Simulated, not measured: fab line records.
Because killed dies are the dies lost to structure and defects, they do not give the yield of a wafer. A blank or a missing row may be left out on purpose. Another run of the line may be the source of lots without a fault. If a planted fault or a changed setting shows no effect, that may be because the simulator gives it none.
Which of the tools did it? | flow n5 finfet | 9 lots with 27 wafers sampled at 4 steps, on a route of 1938 steps

== WHAT THE GAUGES READ, wafer by wafer ==
N5_BEOL_M4_INSPECT_59: inspects for defects (darkfield).
lot  | measured     | on                | raw defect count
L460 | day 8 00:31  | defect inspect-02 | 42 40 52
L461 | day 8 15:56  | defect inspect-01 | 60 82 97
L462 | day 9 01:55  | defect inspect-01 | 80 67 72
L463 | day 9 08:17  | defect inspect-02 | 58 61 69
L465 | day 9 19:28  | defect inspect-02 | 86 83 68
L467 | day 10 09:07 | defect inspect-02 | 85 95 63
L473 | day 12 10:46 | defect inspect-02 | 53 74 89
L474 | day 12 04:27 | defect inspect-02 | 65 50 57
L483 | day 15 00:23 | defect inspect-02 | 36 84 86

== WHAT TOOL EACH LOT RAN ON (gives the tool, then ch and the chambers of the sampled wafers, and finally the start) ==
lot  | N5_PMOS_HMC_CHANNEL_EPI_EPI_20 | N5_BEOL_M4_SPUTTER_88        | N5_BEOL_M4_SPUTTER_92
L460 | epi rpcvd-01 ch 0, day 1 18:38 | pvd sputter-01, day 7 22:34  | pvd sputter-01, day 7 23:00
L461 | epi rpcvd-01 ch 0, day 2 00:21 | pvd sputter-01, day 8 13:48  | pvd sputter-01, day 8 14:14
L462 | epi rpcvd-01 ch 0, day 2 06:03 | pvd sputter-03, day 8 20:07  | pvd sputter-03, day 9 00:25
L463 | epi rpcvd-03 ch 0, day 2 12:50 | pvd sputter-03, day 9 06:20  | pvd sputter-03, day 9 06:47
L465 | epi rpcvd-01 ch 0, day 3 00:29 | pvd sputter-03, day 9 17:29  | pvd sputter-03, day 9 17:55
L467 | epi rpcvd-01 ch 0, day 3 13:17 | pvd sputter-02, day 10 07:10 | pvd sputter-02, day 10 07:37
L473 | epi rpcvd-01 ch 0, day 5 00:02 | pvd sputter-01, day 12 08:28 | pvd sputter-01, day 12 08:54
L474 | epi rpcvd-01 ch 0, day 5 06:38 | pvd sputter-02, day 12 02:26 | pvd sputter-02, day 12 02:53
L483 | epi rpcvd-02 ch 0, day 7 14:26 | pvd sputter-02, day 14 21:43 | pvd sputter-02, day 14 22:10
- N5_PMOS_HMC_CHANNEL_EPI_EPI_20: deposits SiGe30, target thk 59 nm.
- N5_BEOL_M4_SPUTTER_88: material Cu, target thk 4.5 nm, time 8.29 s.
- N5_BEOL_M4_SPUTTER_92: material Cu, target thk 4.5 nm, time 8.29 s.

== THE ANSWER, worked out from the rows above alone ==
Rule: the usual values come from the lots themselves. The widest of any qualifying gaps counts: lots, ordered by their means at a reading, are off when they make up no more than a third of the lots, leave a main group of 4 or more, and stand apart from it by 3 or more times the standard deviation of that group's means. The tables above print the reading to a certain number of digits; a main group whose means all agree to those digits is not used. A lot without any number at a reading at which 4 lots or more have one is off too. Where the step has rows for the other lots, those lots are counted as sound.
Across all readings shown, no lot is off: no conclusion can be drawn from this.

== WHAT THE SIMULATOR PUT IN ==
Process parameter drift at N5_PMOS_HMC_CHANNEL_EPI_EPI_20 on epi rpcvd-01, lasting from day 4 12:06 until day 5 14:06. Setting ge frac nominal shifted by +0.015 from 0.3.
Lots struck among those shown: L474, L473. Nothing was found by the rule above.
